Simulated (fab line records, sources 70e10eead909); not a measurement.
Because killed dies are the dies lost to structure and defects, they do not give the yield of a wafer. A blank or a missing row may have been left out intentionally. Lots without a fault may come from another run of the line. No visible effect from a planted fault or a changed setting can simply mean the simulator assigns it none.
Matching of chambers | flow nand harc | 4 sister chambers for NHARC_A_SLIT_ETCH_29 on rie diel-07
The step etches the open film in CF4/O2, target depth 100 nm, overetch 10 nm, time 55 s. 4 wafers are shown with their chamber, then 8 later ones without.

## WAFERS, EACH WITH ITS CHAMBER
wafer  | chamber | drypump motor current A (A)
L082.2 | 0       | 4.8
L084.2 | 1       | 5.6
L084.6 | 2       | 6.1
L085.2 | 3       | 5.8

## WAFERS MISSING THEIR CHAMBER
wafer  | drypump motor current A (A)
L085.3 | 6.0
L085.5 | 5.6
L092.1 | 5.8
L092.2 | 5.6
L092.4 | 5.6
L097.1 | 6.0
L097.2 | 5.6
L097.4 | 6.0

## EACH ONE'S CHAMBER
wafer  | from the rows above     | in truth
L085.3 | can't be placed: 2 or 3 | 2
L085.5 | 1                       | 1
L092.1 | 3                       | 3
L092.2 | 1                       | 1
L092.4 | 1                       | 1
L097.1 | can't be placed: 2 or 3 | 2
L097.2 | 1                       | 1
L097.4 | can't be placed: 2 or 3 | 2
Correct placement for 5 of the 8. These rows do not allow placing 3 (true chamber among the candidates in 3). Placed wrongly: 0.
How it was worked out, from the rows above alone: a wafer's distance from a chamber is the root of the sum, over the readings, of the square of ((its reading less the chamber's mean) divided by the reading's scatter). If the next closest chamber is less than 2 further off than the closest, the wafer can't be placed; otherwise it belongs to the closest. The mean given for a chamber averages the wafers shown for that chamber. The scatter (one wafer shown for each chamber): square how far every hidden wafer sits from the nearest shown wafer, average those squares and take the square root.
